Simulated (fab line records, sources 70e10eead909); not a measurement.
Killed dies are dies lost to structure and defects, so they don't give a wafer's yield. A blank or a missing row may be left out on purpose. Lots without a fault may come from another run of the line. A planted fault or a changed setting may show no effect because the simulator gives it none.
fab line records | flow nand_harc
record lots=12 wafers=36 last_day=33
route steps=1302 shown A_STAIRCASE@710 END@1302
lots that met no fault: from a run of the same line without faults
start_h: hours from the record's first day to the start of the lot's first wafer shown | wait_h: hours since the lot's step before | " the same as in the row above | L1.1+2: a row that stands for several wafers | - no value, or no start given | * or withheld: withheld | < > ~ a bound
route shown NAME@n: a module of which the file shows steps, and the number in the route of the first | usual: mean/standard deviation of fault-free wafers | same: alike in all rows | chamber/n: place in a boat | sites: the reading at each site | _std_site: their standard deviation | _edge_site: outer sites' mean less inner sites' | radius_mm: how far each site lies from the wafer's centre | mask NAME#n: copy n | behind: the tool/chamber that last shaped the wafer | hold: why the lot was held/for how many hours/how that ended | device: the transistor (n, p or np) that didn't switch | end of line: the same wafers' tests at the end of the route | a step without rows: its recipe alone | killed: dies lost to structure and defects at the first sort, not the wafer's yield | map: a wafer's dies, x killed, . not, _ none there
set.NAME: the setting as run; set.NAME@STEP: as run at that earlier step | model.NAME: the simulator's own value behind a step, which no gauge read
steps of the route over a sample of lots; a table a step, a row a wafer
services: from which hour (start_h, from the record's first day; less than 0 if before it) a tool's chamber was out of use, for how many hours, and why
## steps
# step NHARC_A_STAIRCASE_TRIM_196
# recipe time_s=211.2 o2_flow_sccm=500 ar_flow_sccm=0 bias_w=0 chemistry=O2
# usual drypump_motor_current_A=6.0/0.54 oes_product_au=0.999/0.0081 rf_vpp_V=57.7/0.86 showerhead_plenum_p_Torr=3.53/0.16 throttle_valve_pct=17.035/0.0096
# columns lot.wafer tool chamber start_h wait_h drypump_motor_current_A oes_product_au rf_hours_counter_h rf_vpp_V showerhead_plenum_p_Torr throttle_valve_pct
L652.3 rie_diel-08 0 365.93 0.1 4.9 0.999 55 58.1 3.27 17.040
L652.6 " 2 " " 5.5 1.005 - 58.5 3.57 17.058
L652.5 " 3 " " 6.3 0.997 - 57.9 3.77 17.014
L651.2 rie_diel-08 3 367.04 0.1 6.3 0.997 59 58.3 3.77 17.027
L651.1 " 0 " " 4.8 1.012 56 56.4 3.27 17.057
L651.5 " 2 " " 5.5 1.000 - 59.4 3.56 17.036
L653.1 rie_diel-13 0 374.14 0.1 5.1 0.996 4 58.5 3.51 17.042
L653.3 " 1 " " 6.6 0.998 4 56.7 3.33 17.033
L653.2 " 2 " " 6.0 1.002 3 57.4 3.81 17.027
L655.4 rie_diel-13 0 408.65 0.1 5.1 1.005 13 57.8 3.51 17.045
L655.2 " 2 " " 6.0 1.009 13 58.1 3.80 17.029
L655.5 " 3 " " 5.8 0.997 - 58.3 3.57 17.024
L660.1 rie_diel-13 3 459.99 0.1 5.8 0.996 30 58.9 3.56 17.054
L660.6 " 1 " " 6.7 1.013 - 57.0 3.31 17.033
L660.5 " 2 " " 6.0 1.011 - 57.9 3.79 17.046
L662.3 rie_diel-11 2 466.16 0.1 6.6 0.995 7 58.0 3.47 17.041
L662.1 " 1 " " 6.2 0.995 4 58.1 3.44 17.027
L662.5 " 3 " " 6.1 0.994 - 59.3 3.56 17.034
L663.4 rie_diel-11 1 490.14 0.1 6.2 1.005 13 57.4 3.43 17.038
L663.1 " 3 " " 6.1 0.988 13 58.5 3.56 17.043
L663.5 " 1 " " 6.2 1.001 - 57.1 3.43 17.036
L668.1 rie_diel-13 1 515.49 0.2 6.7 0.982 50 57.7 3.31 17.030
L668.6 " 2 " " 6.0 1.012 - 58.3 3.78 17.035
L668.5 " 3 " " 5.8 1.003 - 57.6 3.56 17.034
L672.3 rie_diel-13 0 558.53 0.1 5.1 0.997 9 58.4 3.48 17.039
L672.4 " 1 " " 6.7 1.010 9 56.8 3.30 17.035
L672.1 " 2 " " 6.0 1.003 7 57.3 3.77 17.034
L671.1 rie_diel-08 2 559.39 0.1 5.5 1.008 1 57.8 3.53 17.041
L671.3 " 3 " " 6.3 0.998 1 59.0 3.74 17.036
L671.4 " 3 " " 6.3 0.987 - 58.2 3.74 17.024
L670.4 rie_diel-13 1 564.80 0.1 6.7 1.010 11 57.3 3.30 17.034
L670.2 " 3 " " 5.8 0.984 9 57.8 3.55 17.021
L670.6 " 1 " " 6.7 1.008 - 57.2 3.30 17.055
L674.2 rie_diel-13 1 589.55 0.1 6.7 1.015 22 58.3 3.29 17.032
L674.1 " 3 " " 5.8 0.988 14 57.6 3.55 17.050
L674.5 " 1 " " 6.7 1.018 - 56.9 3.29 17.035
# step NHARC_A_STAIRCASE_ETCH_199
# recipe target_depth_a=1000 time_s=40.5 ion_energy_ev=400 c4f8_flow_sccm=20 o2_flow_sccm=10 ar_flow_sccm=withheld rf_w=600 bias_w=1000 chemistry=C4F8/O2
# usual oes_product_au=0.949/0.011 rf_fwd_power_W=593/3.1 rf_vpp_V=895/5.6
# columns lot.wafer tool chamber start_h wait_h oes_product_au rf_fwd_power_W rf_hours_counter_h rf_vpp_V
L652.3 rie_diel-08 2 - - 0.949 594 65 898
L652.5 " 1 " " 0.974 593 - 892
L652.6 " 2 " " 0.948 592 - 897
L651.1 rie_diel-08 2 - - 0.963 592 65 896
L651.2 " 3 " " 0.945 593 59 906
L651.5 " 1 " " 0.987 591 - 893
L653.3 rie_diel-13 1 - - 0.963 584 4 889
L653.2 " 2 " " 0.963 596 4 906
L653.1 " 0 " " 0.947 593 4 895
L655.2 rie_diel-13 0 - - 0.950 596 14 895
L655.4 " 2 " " 0.951 595 14 905
L655.5 " 0 " " 0.949 598 - 896
L660.1 rie_diel-13 3 - - 0.939 591 30 898
L660.5 " 3 " " 0.946 593 - 897
L660.6 " 0 " " 0.942 594 - 894
L662.1 rie_diel-11 2 - - 0.941 592 7 894
L662.3 " 3 " " 0.940 590 7 898
L662.5 " 3 " " 0.931 587 - 898
L663.4 rie_diel-11 1 - - 0.941 590 13 892
L663.1 " 2 " " 0.968 596 14 895
L663.5 " 3 " " 0.964 590 - 897
L668.1 rie_diel-13 2 - - 0.951 597 49 905
L668.5 " 3 " " 0.939 591 - 897
L668.6 " 0 " " 0.935 592 - 896
L672.4 rie_diel-13 0 - - 0.939 598 9 895
L672.3 " 1 " " 0.954 588 9 886
L672.1 " 2 " " 0.948 595 7 904
L671.1 rie_diel-08 0 - - 0.934 595 1 905
L671.3 " 2 " " 0.961 594 1 896
L671.4 " 3 " " 0.937 595 - 902
L670.2 rie_diel-13 1 - - 0.963 589 11 887
L670.4 " 2 " " 0.965 596 9 905
L670.6 " 1 " " 0.958 590 - 887
L674.2 rie_diel-13 1 - - 0.954 590 22 887
L674.1 " 3 " " 0.960 596 15 898
L674.5 " 2 " " 0.947 599 - 903
# step NHARC_A_STAIRCASE_ETCH_227
# recipe target_depth_a=1000 time_s=40.5 ion_energy_ev=400 c4f8_flow_sccm=20 o2_flow_sccm=10 ar_flow_sccm=withheld rf_w=600 bias_w=1000 chemistry=C4F8/O2
# usual oes_product_au=0.944/0.015 rf_fwd_power_W=592.4/3 rf_vpp_V=895/5.3
# columns lot.wafer tool chamber start_h wait_h oes_product_au rf_fwd_power_W rf_hours_counter_h rf_vpp_V
L652.3 rie_diel-11 3 369.41 - 0.922 586.2 38 899
L652.6 " 0 " " 0.918 590.2 - 888
L652.5 " 1 " " 0.953 589.9 - 892
L651.1 rie_diel-11 0 371.02 - 0.922 593.1 40 889
L651.2 " 1 " " 0.930 593.9 40 893
L651.5 " 3 " " 0.927 587.7 - 897
L653.2 rie_diel-13 0 377.62 - 0.951 593.2 5 896
L653.3 " 1 " " 0.939 591.1 4 888
L653.1 " 2 " " 0.949 594.0 4 906
L655.4 rie_diel-11 1 412.64 - 0.941 589.7 51 893
L655.2 " 3 " " 0.945 590.5 53 898
L655.5 " 1 " " 0.942 588.4 - 893
L660.1 rie_diel-11 2 463.55 - 0.931 593.2 6 893
L660.6 " 1 " " 0.937 591.0 - 893
L660.5 " 2 " " 0.937 591.9 - 893
L662.3 rie_diel-13 0 469.73 - 0.955 593.7 34 894
L662.1 " 3 " " 0.719 352.8 33 898
L662.5 " 0 " " 0.951 592.8 - 896
L663.4 rie_diel-13 3 493.85 - 0.714 353.2 39 897
L663.1 " 2 " " 0.953 597.7 43 904
L663.5 " 0 " " 0.933 593.6 - 895
L668.1 rie_diel-08 3 519.39 - 0.988 595.1 48 903
L668.5 " 2 " " 1.002 591.8 - 895
L668.6 " 3 " " 0.979 591.3 - 904
L672.1 rie_diel-13 0 562.03 - 0.937 595.2 10 895
L672.3 " 1 " " 0.939 591.0 10 887
L672.4 " 2 " " 0.941 596.6 8 904
L671.3 rie_diel-08 0 563.19 - 0.948 594.7 3 904
L671.1 " 3 " " 0.938 599.4 3 903
L671.4 " 3 " " 0.938 597.0 - 905
L670.2 rie_diel-13 2 568.16 - 0.966 597.8 10 904
L670.4 " 0 " " 0.953 595.8 12 894
L670.6 " 3 " " 0.935 589.2 - 897
L674.2 rie_diel-13 3 593.04 - 0.948 592.4 16 895
L674.1 " 2 " " 0.954 596.1 21 903
L674.5 " 0 " " 0.928 595.5 - 895
# step NHARC_A_STAIRCASE_TRIM_233
# recipe time_s=211.2 o2_flow_sccm=500 ar_flow_sccm=0 bias_w=0 chemistry=O2
# usual drypump_motor_current_A=6.0/0.55 oes_product_au=0.997/0.0081 rf_vpp_V=57.8/0.9 showerhead_plenum_p_Torr=3.54/0.15 throttle_valve_pct=17.037/0.0097
# columns lot.wafer tool chamber start_h wait_h drypump_motor_current_A oes_product_au rf_hours_counter_h rf_vpp_V showerhead_plenum_p_Torr throttle_valve_pct
L652.3 rie_diel-11 3 - - 6.1 0.981 38 57.4 3.58 17.043
L652.6 " 2 " " 6.6 0.998 - 57.0 3.48 17.035
L652.5 " 3 " " 6.1 0.985 - 56.5 3.58 17.046
L651.2 rie_diel-13 1 - - 6.7 0.989 3 58.3 3.33 17.038
L651.1 " 2 " " 6.0 0.996 3 58.8 3.81 17.024
L651.5 " 2 " " 6.1 1.008 - 58.2 3.81 17.033
L653.2 rie_diel-13 2 - - 6.1 1.017 4 58.8 3.81 17.025
L653.1 " 3 " " 5.8 0.990 5 58.5 3.58 17.039
L653.3 " 0 " " 5.1 1.005 5 59.8 3.51 17.056
L655.2 rie_diel-11 0 - - 6.2 0.994 52 57.9 3.31 17.035
L655.4 " 1 " " 6.2 1.003 52 57.3 3.44 17.016
L655.5 " 3 " " 6.1 1.010 - 58.2 3.57 17.039
L660.1 rie_diel-08 1 - - 6.5 0.996 30 57.9 3.44 17.033
L660.6 " 2 " " 5.5 0.992 - 57.8 3.55 17.041
L660.5 " 3 " " 6.2 0.995 - 57.8 3.76 17.039
L662.3 rie_diel-11 0 - - 6.2 0.997 6 56.3 3.30 17.024
L662.1 " 2 " " 6.6 0.998 8 58.6 3.47 17.048
L662.5 " 0 " " 6.2 0.999 - 57.4 3.30 17.041
L663.4 rie_diel-08 3 - - 6.3 0.997 40 58.6 3.75 17.038
L663.1 " 0 " " 4.9 0.996 41 58.0 3.78 17.037
L663.5 " 1 " " 6.5 1.007 - 56.5 3.43 17.041
L668.1 rie_diel-08 3 - - 6.3 0.986 48 58.2 3.75 17.043
L668.6 " 1 " " 6.5 0.994 - 57.8 3.43 17.049
L668.5 " 2 " " 5.5 0.989 - 57.3 3.54 17.042
L672.4 rie_diel-13 3 - - 5.8 0.994 9 57.4 3.55 17.051
L672.1 " 0 " " 5.1 0.992 11 58.1 3.48 17.025
L672.3 " 1 " " 6.6 1.000 11 57.4 3.30 17.032
L671.3 rie_diel-13 0 - - 5.1 0.989 11 58.0 3.48 17.037
L671.1 " 1 " " 6.7 1.009 11 57.2 3.30 17.042
L671.4 " 2 " " 6.0 1.008 9 59.9 3.77 17.033
L670.2 rie_diel-11 0 - - 6.2 0.993 40 57.0 3.29 17.049
L670.4 " 2 " " 6.5 1.003 42 56.7 3.45 17.049
L670.6 " 1 " " 6.2 1.001 - 57.9 3.42 17.033
L674.1 rie_diel-08 0 - - 4.9 0.991 13 57.1 3.76 17.051
L674.2 " 1 " " 6.5 0.999 9 57.5 3.41 17.036
L674.5 " 3 " " 6.3 0.988 - 59.4 3.73 17.027
# step NHARC_END_SORT_01
# recipe temp_c=25
# usual killed_at_array=55/17 killed_at_other=1.1/1.6 killed_at_periphery=3.8/2.5 killed_dies=60/18 killed_open=3.3/1.9 killed_short=2.5/1.7
# same gross_dies=677
# columns lot.wafer tool chamber start_h wait_h hold killed_at_array killed_at_other killed_at_periphery killed_dies killed_open killed_short
L662.1 prober-02 0 667.51 2.5 await_dispo/1.8h/release 668 2 7 677 1 2
L662.3 prober-02 0 669.11 3.1 await_dispo/1.8h/release 58 3 5 66 4 5
L662.5 prober-02 0 670.71 3.7 await_dispo/1.8h/release 65 4 0 69 4 2
L663.1 prober-02 0 686.86 2.5 await_dispo/1.5h/release 77 2 3 82 5 7
L663.4 prober-02 0 689.28 3.4 await_dispo/1.5h/release 672 0 5 677 1 0
L663.5 prober-02 0 690.09 3.7 await_dispo/1.5h/release 65 0 2 67 1 3
L668.1 prober-01 0 711.23 2.5 - 63 0 4 67 2 5
L668.5 prober-01 0 714.47 3.7 - 86 0 2 88 3 1
L668.6 prober-01 0 715.28 4.0 - 78 0 5 83 5 3
L671.1 prober-02 0 764.96 2.5 - 26 1 4 31 7 1
L671.3 prober-02 0 766.55 3.1 - 39 2 1 42 4 2
L671.4 prober-02 0 767.35 3.4 - 22 0 5 27 1 3
L670.2 prober-01 0 773.06 2.8 - 40 1 4 45 1 1
L670.4 prober-01 0 774.67 3.4 - 42 1 2 45 3 2
L670.6 prober-01 0 776.29 4.0 - 44 1 3 48 5 1
# killed by level:class
L662.1 A_STAIRCASE:area_etch=597 A_SLIT:chamber_film_flake=33 A_CHANNEL_HOLE_D1:chamber_film_flake=32 A_DECK1_JOINT:chamber_film_flake=2 P_ZERO_WELL:chamber_film_flake=2 THIN_TSV:chamber_film_flake=2 P_M0:geometric_particle:short=1 P_M1:geometric_particle:open=1
L662.3 A_CHANNEL_HOLE_D1:chamber_film_flake=29 A_SLIT:chamber_film_flake=20 THIN_TSV:chamber_film_flake=3 P_BONDPAD:chamber_film_flake=2 P_GATE:geometric_particle:open=1 P_M0:geometric_particle:short=1 P_M0:geometric_particle:open=1 A_SOURCE_PLATE:geometric_particle:short=1
L662.5 A_SLIT:chamber_film_flake=28 A_CHANNEL_HOLE_D1:chamber_film_flake=24 THIN_TSV:chamber_film_flake=4 A_STAIRCASE:chamber_film_flake=3 A_DECK1_JOINT:geometric_particle:open=2 A_M0:geometric_particle:short=2 A_M1:geometric_particle:open=1 A_BONDPAD:geometric_particle:open=1
L663.1 A_SLIT:chamber_film_flake=33 A_CHANNEL_HOLE_D2:chamber_film_flake=16 A_CONTACT:chamber_film_flake=7 A_CHANNEL_HOLE_D1:chamber_film_flake=6 A_ONON_D2:geometric_particle:open=2 A_WL_FILL:geometric_particle:short=2 A_SGD_CUT:chamber_film_flake=2 THIN_TSV:chamber_film_flake=2
L663.4 A_STAIRCASE:area_etch=607 A_SLIT:chamber_film_flake=34 A_CHANNEL_HOLE_D2:chamber_film_flake=14 A_CONTACT:chamber_film_flake=8 P_ZERO_WELL:chamber_film_flake=4 A_M0:chamber_film_flake=3 A_CHANNEL_FILL_D2:chamber_film_flake=2 A_CONTACT:geometric_particle:open=1
L663.5 A_SLIT:chamber_film_flake=30 A_CHANNEL_HOLE_D2:chamber_film_flake=19 A_CHANNEL_HOLE_D1:chamber_film_flake=4 A_SGD_CUT:chamber_film_flake=3 A_STAIRCASE:chamber_film_flake=2 A_CONTACT:chamber_film_flake=2 A_ONON_D1:geometric_particle:short=1 A_CHANNEL_FILL_D1:geometric_particle:short=1
L668.1 A_CHANNEL_HOLE_D1:chamber_film_flake=26 A_SLIT:chamber_film_flake=15 A_CHANNEL_HOLE_D2:chamber_film_flake=6 A_STAIRCASE:chamber_film_flake=3 A_M1:chamber_film_flake=3 A_WL_FILL:geometric_particle:short=2 A_DECK1_JOINT:chamber_film_flake=2 A_CONTACT:chamber_film_flake=2
L668.5 A_CHANNEL_HOLE_D1:chamber_film_flake=35 A_SLIT:chamber_film_flake=27 A_CHANNEL_HOLE_D2:chamber_film_flake=14 A_ZERO_WELL:chamber_film_flake=2 A_ONON_D1:geometric_particle:open=1 A_CHANNEL_HOLE_D1:geometric_particle:short=1 A_CHANNEL_FILL_D2:geometric_particle:open=1 A_M0:geometric_particle:open=1
L668.6 A_CHANNEL_HOLE_D1:chamber_film_flake=34 A_SLIT:chamber_film_flake=18 A_CHANNEL_HOLE_D2:chamber_film_flake=7 A_STAIRCASE:chamber_film_flake=4 A_CONTACT:chamber_film_flake=4 A_CHANNEL_FILL_D2:geometric_particle:open=2 P_GATE:chamber_film_flake=2 P_M2:chamber_film_flake=2
L671.1 A_CHANNEL_HOLE_D1:chamber_film_flake=6 A_SLIT:chamber_film_flake=5 A_CONTACT:chamber_film_flake=4 P_CONTACT:chamber_film_flake=3 A_M0:chamber_film_flake=3 A_CHANNEL_HOLE_D2:geometric_particle:open=2 A_M0:geometric_particle:open=2 A_DECK1_JOINT:geometric_particle:open=1
L671.3 A_CHANNEL_HOLE_D1:chamber_film_flake=19 A_SLIT:chamber_film_flake=9 A_CONTACT:chamber_film_flake=3 THIN_TSV:chamber_film_flake=2 A_ONON_D1:geometric_particle:open=1 A_CHANNEL_FILL_D1:geometric_particle:open=1 A_ONON_D2:geometric_particle:open=1 A_CHANNEL_FILL_D2:geometric_particle:short=1
L671.4 A_CHANNEL_HOLE_D1:chamber_film_flake=10 P_CONTACT:chamber_film_flake=5 A_CONTACT:chamber_film_flake=3 A_CHANNEL_HOLE_D2:geometric_particle:short=2 A_SLIT:chamber_film_flake=2 A_SOURCE_PLATE:geometric_particle:open=1 A_SGD_CUT:geometric_particle:short=1 A_CHANNEL_HOLE_D2:chamber_film_flake=1
L670.2 A_SLIT:chamber_film_flake=23 A_CHANNEL_HOLE_D1:chamber_film_flake=11 P_GATE:chamber_film_flake=2 A_WL_FILL:chamber_film_flake=2 A_M0:chamber_film_flake=2 P_CONTACT:geometric_particle:open=1 A_DECK1_JOINT:geometric_particle:short=1 P_CONTACT:chamber_film_flake=1
L670.4 A_SLIT:chamber_film_flake=23 A_CHANNEL_HOLE_D1:chamber_film_flake=12 A_CHANNEL_FILL_D1:geometric_particle:open=1 A_DECK1_JOINT:geometric_particle:open=1 A_CHANNEL_FILL_D2:geometric_particle:open=1 A_BLC:geometric_particle:short=1 STARTING-WAFER:geometric_particle:short=1 P_GATE:chamber_film_flake=1
L670.6 A_SLIT:chamber_film_flake=27 A_CHANNEL_HOLE_D1:chamber_film_flake=11 P_M1:geometric_particle:open=1 P_M2:geometric_particle:open=1 STARTING-WAFER:geometric_particle:open=1 A_WL_FILL:geometric_particle:short=1 A_WL_FILL:geometric_particle:open=1 A_CONTACT:geometric_particle:open=1
## services
# columns tool chamber start_h hours kind
rie_diel-13 - 342.35 9.0 pm
rie_diel-13 0 342.35 9.0 vent_cycle
rie_diel-13 1 342.35 9.0 vent_cycle
rie_diel-13 2 342.35 9.0 vent_cycle
rie_diel-13 3 342.35 9.0 vent_cycle
rie_diel-13 0 351.35 - clean
rie_diel-13 1 351.35 - clean
rie_diel-13 2 351.35 - clean
rie_diel-13 2 351.35 - consumable_replace:showerhead
rie_diel-13 3 351.35 - clean
rie_diel-13 0 375.85 - clean
rie_diel-11 2 379.91 2.2 repair
rie_diel-08 1 385.33 6.2 repair
rie_diel-11 0 435.20 3.0 repair
rie_diel-11 - 435.99 9.0 pm
rie_diel-08 0 462.37 9.5 repair
rie_diel-13 0 471.12 7.6 repair
rie_diel-11 0 485.74 1.2 repair
rie_diel-13 - 519.35 9.0 pm
rie_diel-08 - 544.93 9.0 pm
rie_diel-08 1 558.67 8.7 repair
rie_diel-13 3 570.33 8.1 repair
rie_diel-08 - 586.61 0.7 repair
rie_diel-11 1 592.30 20.3 repair
## key
first_sign step=NHARC_A_STAIRCASE_ETCH_227 reading=rf_fwd_power_W direction=down sigmas=80 usual=* struck=*
effect step=NHARC_A_STAIRCASE_ETCH_227 reading=oes_product_au direction=down sigmas=16 usual=0.944 struck=0.716
effect step=NHARC_END_SORT_01 reading=killed_at_array direction=up sigmas=35 usual=55 struck=670
more_kills_born_at NHARC_A_STAIRCASE_ETCH_227@rie_diel-13=1204
met_at NHARC_A_STAIRCASE_ETCH_227
struck_lots L662,L663
struck_wafers L662.1,L663.4
later_rows_left_out L662.1,L663.4
tester_left_out L662,L663
not_acting_at NHARC_A_STAIRCASE_TRIM_196,NHARC_A_STAIRCASE_ETCH_199,NHARC_A_STAIRCASE_TRIM_233
fault kind=process_parameter_drift tool=rie_diel-13 chamber=3 onset_h=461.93 steps=NHARC_A_STAIRCASE_ETCH_227 channel=rf_w offset=* shape=step end_h=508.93 acts_in=* stated=*
# tester_left_out: of these lots the tester's yield and bins aren't shown, on N5 and GAA mostly nor the transistor test; their killed dies are dies lost to structure and defects alone, not to doping, threshold or leakage, so they don't give the yield
# later_rows_left_out: the simulator's readings of these wafers behind a module that went badly wrong aren't trusted and aren't shown, but for the sort
